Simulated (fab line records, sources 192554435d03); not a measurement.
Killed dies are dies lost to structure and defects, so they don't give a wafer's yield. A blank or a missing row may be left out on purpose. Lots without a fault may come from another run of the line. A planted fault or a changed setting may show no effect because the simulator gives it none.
Problem report in the 8D (eight disciplines) form, filled by code | flow n5_finfet | the parts of the form that need people (team, actions taken, sign-off) are left out

1. THE PROBLEM
VT_N_LVT at N5_BEOL_M4_RC_MEAS_101 reads a mean of 81 mV on 1 wafer of 1 lot; wafers without a fault read 99 mV with a standard deviation of 3.1. That is -5.8 standard deviations from the usual mean.
First seen on wafer L188.3, day 12 23:00, on prober-02. The record holds 14 wafers of 5 lots with a number at this step. Rule for "out", or "out of limits": more than 4 standard deviations from the usual mean. The other wafers with a number count as sound.

2. WHAT IT IS AND WHAT IT IS NOT
question                    | is                | is not
which readings at this step | VT_N_LVT          | DIBL_N, DIBL_P, IOFF_N, IOFF_P, ION_N, ION_P, SS_N, SS_P
which lots                  | L188              | L180, L182, L183, L198
which wafers of those lots  | L188.3            | L188.1
read on which gauges        | prober-02         | prober-01
when                        | from day 12 23:00 | up to then (10 sound wafers); but 3 sound wafers of L198 came after

3. SUSPECTS, AND WHAT RULES EACH OUT
Counting: a tool at a process step up to the reading stays a suspect if it ran every lot that is out. Sound lots after the first of them don't rule it out here, since some wafers of a struck lot are sound.
- the gauge at N5_BEOL_M4_RC_MEAS_101: kept. All the wafers that are out were read on prober-02, and no step on other tools shows them out.
- ald_hk-02 at N5_HKMG_FIN_ALD_74 (deposits La2O3, target thk 0.5 nm, pulse time 6 s, co reactant pulse time 1 s): kept. It ran the lot that is out, L188 (day 6 21:11); its last sound lot up to then is L182 (day 5 06:40).
- rie_diel-06 at N5_HKMG_FIN_DESCUM_53 (chemistry O2, time 7.9 s): kept. It ran the lot that is out, L188 (day 6 21:47); its last sound lot up to then is L183 (day 5 12:44).
- rie_diel-06 at N5_HKMG_FIN_ETCH_54 (etches SiARC in CF4, target depth 45.5 nm, time 75.8 s): kept. It ran the lot that is out, L188 (day 6 21:50); its last sound lot up to then is L183 (day 5 12:47).
- rie_diel-06 at N5_HKMG_FIN_ETCH_58 (etches SOC in N2/H2, target depth 215.8 nm, time 741 s): kept. It ran the lot that is out, L188 (day 6 22:05); its last sound lot up to then is L183 (day 5 13:02).
- ald_metal-01 at N5_HKMG_FIN_ALD_79 (deposits TiN, target thk 1.5 nm, pulse time 1 s, purge time 3 s): kept. It ran the lot that is out, L188 (day 6 23:11).
- thermal_cvd_si-01 at N5_HKMG_FIN_CVD_62 (deposits a-Si from Si2H6, target thk 3 nm, time 20.8 s): kept. It ran the lot that is out, L188 (day 6 23:33); its last sound lot up to then is L182 (day 5 09:21).
- Within ald_hk-02 at N5_HKMG_FIN_ALD_74: the wafers that are out ran in chamber 3; their sound lot-mates ran in chamber 2.
- Within rie_diel-06 at N5_HKMG_FIN_DESCUM_53: the wafers that are out ran in chamber 3; their sound lot-mates ran in chamber 2.
- Within rie_diel-06 at N5_HKMG_FIN_ETCH_54: the wafers that are out ran in chamber 3; their sound lot-mates ran in chamber 2.
- Within rie_diel-06 at N5_HKMG_FIN_ETCH_58: the wafers that are out ran in chamber 3; their sound lot-mates ran in chamber 2.
- Within ald_metal-01 at N5_HKMG_FIN_ALD_79: the wafers that are out ran in chamber 1; their sound lot-mates ran in chamber 3.
- Within thermal_cvd_si-01 at N5_HKMG_FIN_CVD_62: the wafers that are out ran in chamber 2; their sound lot-mates ran in chamber 0.
Left after counting: ald_hk-02 at N5_HKMG_FIN_ALD_74, rie_diel-06 at N5_HKMG_FIN_DESCUM_53, rie_diel-06 at N5_HKMG_FIN_ETCH_54, rie_diel-06 at N5_HKMG_FIN_ETCH_58, ald_metal-01 at N5_HKMG_FIN_ALD_79, thermal_cvd_si-01 at N5_HKMG_FIN_CVD_62, prober-02 at N5_BEOL_M4_RC_MEAS_101.

4. THE CAUSE (what the simulator had put in)
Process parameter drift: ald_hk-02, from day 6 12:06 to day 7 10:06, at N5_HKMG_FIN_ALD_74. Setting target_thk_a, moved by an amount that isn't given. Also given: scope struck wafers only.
Counting left 7 suspects, and this tool is among them.

5. THE CHAIN OF EFFECTS, in route order
Each row: a reading whose mean over the struck wafers that have a number lies more than 3 standard deviations from the usual. Only readings for which the record gives a usual standard deviation are gone through. hours: the time from each lot's start at the first step in this table that gives one to its start at this step, as a median over the lots. sigmas: the change in usual standard deviations.
hours | step                   | reading  | usual | on struck wafers | change | sigmas
0     | N5_BEOL_M4_RC_MEAS_101 | VT_N_LVT | 99 mV | 81               | -18    | -5.8

6. WHAT WOULD HAVE CAUGHT IT SOONER
In this record the first reading out of limits at a measuring or inspecting step was taken at day 12 23:00, 155 hours after the fault began at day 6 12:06.
Of the tool readings at N5_HKMG_FIN_ALD_74 for which the record gives a usual standard deviation, none was out on any struck wafer, so an alarm limit of 4 standard deviations on them would not have fired.
All the lots that are out (1) had begun N5_HKMG_FIN_ALD_74 on ald_hk-02 by day 12 23:00. A hold on the tool at that time would have spared none of them.
